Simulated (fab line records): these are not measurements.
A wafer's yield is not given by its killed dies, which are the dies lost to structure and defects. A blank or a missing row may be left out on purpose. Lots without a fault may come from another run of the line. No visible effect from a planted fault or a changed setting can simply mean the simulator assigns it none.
Which tool is to blame?    flow n5-finfet    24 lots with 72 wafers sampled at 6 steps, on a route of 1938 steps

## WHAT EACH GAUGE READ, for each wafer
N5_BEOL_M11_OCD_MEAS_38.
lot   measured      on      trench-depth-nm (nm)
L074  day 11 01:13  ocd-01  146.8 152.1 147.7
L076  day 11 00:49  ocd-02  146.6 146.9 152.2
L075  day 11 04:40  ocd-02  145.8 146.1 147.7
L077  day 11 22:00  ocd-01  148.2 149.2 147.4
L079  day 12 06:23  ocd-02  151.3 147.3 151.2
L078  day 12 06:20  ocd-01  152.0 152.6 144.0
L080  day 12 06:50  ocd-02  150.9 147.3 148.0
L081  day 12 18:20  ocd-02  153.1 146.7 146.9
L083  day 13 06:14  ocd-02  148.8 152.9 152.9
L084  day 13 10:13  ocd-01  154.4 147.5 153.3
L082  day 13 12:08  ocd-01  151.0 146.1 153.8
L085  day 13 14:46  ocd-01  150.6 152.5 153.2
L086  day 13 18:56  ocd-02  150.6 151.7 145.3
L087  day 13 21:10  ocd-02  150.4 147.5 151.0
L089  day 14 05:11  ocd-02  152.1 156.8 149.0
L088  day 14 17:10  ocd-01  145.0 151.8 153.0
L092  day 14 20:08  ocd-02  154.5 149.0 149.6
L091  day 14 20:18  ocd-01  147.2 153.3 146.5
L090  day 14 21:55  ocd-01  151.6 146.3 146.1
L093  day 15 02:15  ocd-01  150.0 151.4 153.0
L094  day 15 18:19  ocd-01  147.8 152.9 148.3
L095  day 15 20:52  ocd-02  151.9 155.9 152.3
L096  day 16 03:32  ocd-01  152.8 152.1 153.4
L097  day 16 13:05  ocd-02  150.0 150.8 149.6

N5_BEOL_M11_THK_MEAS_53: measures by xrf.
lot   measured      on             M11_THK (nm)
L074  day 11 04:04  film-metro-01  136 141 138
L076  day 11 03:47  film-metro-01  133 135 141
L075  day 11 06:50  film-metro-01  137 135 137
L077  day 12 00:22  film-metro-01  139 139 137
L079  day 12 08:56  film-metro-01  137 136 138
L078  day 12 08:46  film-metro-02  140 139 133
L080  day 12 09:14  film-metro-02  141 137 139
L081  day 12 20:37  film-metro-02  143 137 136
L083  day 13 08:25  film-metro-01  139 142 144
L084  day 13 12:12  film-metro-02  144 137 143
L082  day 13 14:06  film-metro-01  139 135 142
L085  day 13 17:35  film-metro-02  140 141 141
L086  day 13 22:54  film-metro-01  138 139 133
L087  day 14 00:23  film-metro-01  140 139 140
L089  day 14 07:43  film-metro-01  142 147 139
L088  day 14 19:45  film-metro-01  136 141 140
L092  day 14 23:31  film-metro-01  144 137 138
L091  day 15 00:09  film-metro-02  137 141 137
L090  day 15 00:41  film-metro-01  143 138 138
L093  day 15 04:53  film-metro-02  138 139 141
L094  day 15 21:51  film-metro-01  138 144 137
L095  day 16 01:20  film-metro-02  140 144 140
L096  day 16 05:59  film-metro-01  143 143 144
L097  day 16 15:35  film-metro-02  140 141 139

## TOOL THAT RAN EACH LOT (tool first, then ch and the chambers of the sampled wafers, then the start)
lot   N5_BEOL_M11_STRIP_67                N5_BEOL_M11_ETCH_41                            N5_BEOL_M11_PRE_CLEAN_45      N5_BEOL_M11_ALD_74
L074  rie-diel-04 ch 0,1, day 10 21:14    rie-diel-04 ch 1,2, day 11 01:13 or earlier    pvd-sputter-03, day 11 02:12  ald-metal-01 ch 0,2,3, day 11 02:16
L076  rie-diel-06 ch 2,3, day 10 21:32    rie-diel-06 ch 0,1,3, day 11 00:49 or earlier  pvd-sputter-02, day 11 01:36  ald-metal-01 ch 2,3, day 11 01:40
L075  rie-diel-02 ch 2,3, day 11 02:09    rie-diel-02 ch 2,3, day 11 04:40 or earlier    pvd-sputter-03, day 11 05:25  ald-metal-03 ch 1,2,3, day 11 05:29
L077  rie-diel-06 ch 2,3, day 11 19:27    rie-diel-06 ch 0,2,3, day 11 22:00 or earlier  pvd-sputter-02, day 11 22:34  ald-metal-04 ch 0,3, day 11 22:41
L079  rie-diel-02 ch 0,1,3, day 12 03:00  rie-diel-02 ch 0,2,3, day 12 06:23 or earlier  pvd-sputter-03, day 12 07:03  ald-metal-03 ch 0,1,2, day 12 07:07
L078  rie-diel-06 ch 0,1, day 12 03:10    rie-diel-04 ch 0,2,3, day 12 06:20 or earlier  pvd-sputter-01, day 12 07:02  ald-metal-01 ch 2,3, day 12 07:06
L080  rie-diel-04 ch 0,1, day 12 03:50    rie-diel-02 ch 0,1, day 12 06:50 or earlier    pvd-sputter-01, day 12 07:24  ald-metal-01 ch 1,2, day 12 07:37
L081  rie-diel-02 ch 0,1,2, day 12 15:41  rie-diel-04 ch 0,1,3, day 12 18:20 or earlier  pvd-sputter-02, day 12 18:53  ald-metal-01 ch 0,2,3, day 12 19:10
L083  rie-diel-04 ch 2,3, day 13 04:08    rie-diel-06 ch 0,1, day 13 06:14 or earlier    pvd-sputter-02, day 13 06:58  ald-metal-03 ch 0,2,3, day 13 07:02
L084  rie-diel-02 ch 2,3, day 13 08:59    rie-diel-04 ch 2,3, day 13 10:13 or earlier    pvd-sputter-03, day 13 10:48  ald-metal-03 ch 0,2,3, day 13 10:52
L082  rie-diel-06 ch 0,2, day 13 10:37    rie-diel-02 ch 0,1,2, day 13 12:08 or earlier  pvd-sputter-03, day 13 12:42  ald-metal-03 ch 0,2, day 13 12:47
L085  rie-diel-06 ch 1,2, day 13 12:54    rie-diel-06 ch 1,2, day 13 14:46 or earlier    pvd-sputter-02, day 13 15:22  ald-metal-03 ch 0,2, day 13 15:26
L086  rie-diel-06 ch 0,1,2, day 13 17:02  rie-diel-04 ch 0,2,3, day 13 18:56 or earlier  pvd-sputter-03, day 13 21:29  ald-metal-01 ch 1,3, day 13 21:33
L087  rie-diel-06 ch 0,1,2, day 13 19:47  rie-diel-02 ch 0,3, day 13 21:10 or earlier    pvd-sputter-03, day 13 21:57  ald-metal-03 ch 0,2,3, day 13 22:01
L089  rie-diel-06 ch 0,2, day 14 02:49    rie-diel-06 ch 0,1,3, day 14 05:11 or earlier  pvd-sputter-01, day 14 06:03  ald-metal-01 ch 0,2, day 14 06:07
L088  rie-diel-02 ch 0,2,3, day 14 14:22  rie-diel-04 ch 0,1,2, day 14 17:10 or earlier  pvd-sputter-01, day 14 18:17  ald-metal-03 ch 1,2,3, day 14 18:23
L092  rie-diel-06 ch 0,2,3, day 14 18:25  rie-diel-06 ch 0,1,3, day 14 20:08 or earlier  pvd-sputter-02, day 14 22:02  ald-metal-03 ch 0,1, day 14 22:06
L091  rie-diel-06 ch 0,1, day 14 18:42    rie-diel-04 ch 0,1, day 14 20:18 or earlier    pvd-sputter-02, day 14 22:12  ald-metal-01 ch 1,2,3, day 14 22:22
L090  rie-diel-06 ch 0,1,3, day 14 19:20  rie-diel-04 ch 1,2, day 14 21:55 or earlier    pvd-sputter-02, day 14 22:35  ald-metal-03 ch 0,2,3, day 14 22:38
L093  rie-diel-04 ch 1,2, day 14 23:16    rie-diel-06 ch 0,1,2, day 15 02:15 or earlier  pvd-sputter-02, day 15 03:04  ald-metal-03 ch 1,2,3, day 15 03:16
L094  rie-diel-06 ch 1,2, day 15 15:55    rie-diel-02 ch 0,1, day 15 18:19 or earlier    pvd-sputter-02, day 15 19:19  ald-metal-01 ch 2,3, day 15 19:31
L095  rie-diel-06 ch 1,3, day 15 19:36    rie-diel-06 ch 1,2,3, day 15 20:52 or earlier  pvd-sputter-01, day 15 23:02  ald-metal-01 ch 0,2,3, day 15 23:05
L096  rie-diel-04 ch 1,2,3, day 15 23:58  rie-diel-06 ch 1,2, day 16 03:32 or earlier    pvd-sputter-02, day 16 04:18  ald-metal-03 ch 1,2,3, day 16 04:22
L097  rie-diel-04 ch 0,1, day 16 09:02    rie-diel-06 ch 0,1, day 16 13:05 or earlier    pvd-sputter-03, day 16 13:49  ald-metal-01 ch 0,1, day 16 13:55
- N5_BEOL_M11_STRIP_67: strips in CF4.
- N5_BEOL_M11_ETCH_41: etches SiCN in CH3F/O2, target depth 42.6 nm, time 86 s.
- N5_BEOL_M11_PRE_CLEAN_45: time 30 s.
- N5_BEOL_M11_ALD_74: deposits TaN, target thk 2 nm, pulse time 2 s, purge time 3 s.

## AS READ BY THE TOOLS THEMSELVES (means over the sampled wafers that have a number; for cases with no such wafer, the mark the record gives instead)
N5_BEOL_M11_STRIP_67.
lot   tool         drypump-motor-current-A (A)  oes-product-au (a.u.)  rf-vpp-V (V)  showerhead-plenum-p-Torr (Torr)  throttle-valve-pct (%)
L074  rie-diel-04  5.5                          0.85                   271.3         1.81                             13.37
L076  rie-diel-06  4.7                          0.77                   272.2         1.86                             13.63
L075  rie-diel-02  5.6                          0.78                   271.1         1.84                             13.75
L077  rie-diel-06  4.7                          0.83                   272.4         1.88                             13.55
L079  rie-diel-02  5.9                          0.91                   272.1         1.87                             13.25
L078  rie-diel-06  5.1                          0.76                   269.1         1.72                             13.75
L080  rie-diel-04  5.5                          0.83                   271.2         1.81                             13.39
L081  rie-diel-02  5.8                          0.83                   273.0         1.88                             13.47
L083  rie-diel-04  5.4                          0.78                   272.5         1.82                             13.55
L084  rie-diel-02  5.8                          0.93                   272.4         1.83                             13.41
L082  rie-diel-06  4.7                          0.82                   271.8         1.84                             13.64
L085  rie-diel-06  5.0                          0.86                   272.9         1.85                             13.47
L086  rie-diel-06  5.1                          0.81                   270.9         1.79                             13.64
L087  rie-diel-06  5.1                          0.80                   271.8         1.79                             13.64
L089  rie-diel-06  4.7                          0.81                   272.7         1.84                             13.65
L088  rie-diel-02  5.7                          0.89                   272.6         1.85                             13.43
L092  rie-diel-06  4.8                          0.84                   271.6         1.82                             13.56
L091  rie-diel-06  5.1                          0.74                   269.6         1.72                             13.81
L090  rie-diel-06  5.1                          0.83                   270.5         1.77                             13.55
L093  rie-diel-04  5.3                          0.77                   271.4         1.80                             13.44
L094  rie-diel-06  5.4                          0.82                   270.5         1.79                             13.50
L095  rie-diel-06  5.5                          0.85                   270.1         1.77                             13.40
L096  rie-diel-04  5.4                          0.81                   270.6         1.81                             13.55
L097  rie-diel-04  5.5                          0.79                   270.5         1.80                             13.47

N5_BEOL_M11_ETCH_41.
lot   tool         drypump-motor-current-A (A)  oes-product-au (a.u.)  rf-vpp-V (V)  showerhead-plenum-p-Torr (Torr)  throttle-valve-pct (%)
L074  rie-diel-04  5.3                          0.78                   297.6         2.00                             16.14
L076  rie-diel-06  5.1                          0.76                   296.4         1.97                             16.37
L075  rie-diel-02  5.6                          0.77                   298.6         2.07                             16.54
L077  rie-diel-06  4.8                          0.77                   297.5         2.02                             16.40
L079  rie-diel-02  5.7                          0.83                   299.1         2.07                             16.31
L078  rie-diel-04  5.6                          0.81                   298.0         2.04                             16.31
L080  rie-diel-02  6.0                          0.93                   300.4         2.13                             15.90
L081  rie-diel-04  5.6                          0.77                   297.5         2.02                             16.39
L083  rie-diel-06  5.5                          0.81                   295.9         1.93                             16.35
L084  rie-diel-04  5.4                          0.78                   297.6         2.03                             16.30
L082  rie-diel-02  5.8                          0.92                   299.9         2.10                             16.06
L085  rie-diel-06  5.4                          0.85                   298.2         2.01                             16.24
L086  rie-diel-04  5.5                          0.80                   298.0         2.04                             16.33
L087  rie-diel-02  5.8                          0.86                   299.6         2.08                             16.11
L089  rie-diel-06  5.1                          0.85                   296.4         1.96                             16.25
L088  rie-diel-04  5.4                          0.79                   298.2         2.01                             16.13
L092  rie-diel-06  5.1                          0.83                   295.7         1.96                             16.26
L091  rie-diel-04  5.4                          0.76                   297.5         1.99                             16.21
L090  rie-diel-04  5.4                          0.74                   297.7         1.99                             16.20
L093  rie-diel-06  5.1                          0.79                   297.2         1.98                             16.39
L094  rie-diel-02  5.9                          0.86                   299.7         2.12                             15.96
L095  rie-diel-06  5.1                          0.87                   298.2         2.03                             16.17
L096  rie-diel-06  5.1                          0.83                   298.4         2.05                             16.30
L097  rie-diel-06  5.1                          0.93                   297.2         2.07                             16.17

N5_BEOL_M11_PRE_CLEAN_45.
lot   tool            heater-power-w (W)
L074  pvd-sputter-03  339
L076  pvd-sputter-02  383
L075  pvd-sputter-03  331
L077  pvd-sputter-02  323
L079  pvd-sputter-03  345
L078  pvd-sputter-01  340
L080  pvd-sputter-01  337
L081  pvd-sputter-02  316
L083  pvd-sputter-02  345
L084  pvd-sputter-03  341
L082  pvd-sputter-03  339
L085  pvd-sputter-02  320
L086  pvd-sputter-03  346
L087  pvd-sputter-03  343
L089  pvd-sputter-01  319
L088  pvd-sputter-01  321
L092  pvd-sputter-02  348
L091  pvd-sputter-02  320
L090  pvd-sputter-02  343
L093  pvd-sputter-02  323
L094  pvd-sputter-02  353
L095  pvd-sputter-01  319
L096  pvd-sputter-02  344
L097  pvd-sputter-03  352

N5_BEOL_M11_ALD_74.
lot   tool          heater-power-w (W)  mfc-carrier-sccm (sccm)
L074  ald-metal-01  433                 1504
L076  ald-metal-01  422                 1507
L075  ald-metal-03  430                 1494
L077  ald-metal-04  390                 1501
L079  ald-metal-03  463                 1501
L078  ald-metal-01  420                 1499
L080  ald-metal-01  411                 1498
L081  ald-metal-01  427                 1499
L083  ald-metal-03  458                 1497
L084  ald-metal-03  454                 1506
L082  ald-metal-03  476                 1498
L085  ald-metal-03  480                 1501
L086  ald-metal-01  419                 1500
L087  ald-metal-03  462                 1495
L089  ald-metal-01  414                 1499
L088  ald-metal-03  442                 1498
L092  ald-metal-03  458                 1499
L091  ald-metal-01  428                 1500
L090  ald-metal-03  453                 1504
L093  ald-metal-03  436                 1496
L094  ald-metal-01  408                 1498
L095  ald-metal-01  416                 1501
L096  ald-metal-03  442                 1502
L097  ald-metal-01  402                 1496

## THE ANSWER, worked out from the rows above alone
Rule: what is usual is taken from the lots themselves. Put in order of their means at a reading, lots are off if they are a third of the lots or fewer, leave a main group of 4 or more, and stand apart from it by a gap of 3 or more times the standard deviation of the main group's means; of several such gaps the widest counts. A main group whose means are all the same, to the digits that the tables above print for the reading, isn't used. A lot without any number at a reading at which 4 lots or more have one is off too. Any other lot the step has rows for is counted as sound. Order of review: gauges by route order, followed by the tools' own readings, for which a lot's mean as printed above is used. The first step at which some lot is off is used, and at that step the reading that is off furthest; a lot without a number counts as furthest.
No lot is off on any of the readings shown, so nothing can be concluded from this.

## WHAT THE SIMULATOR HAD PUT IN
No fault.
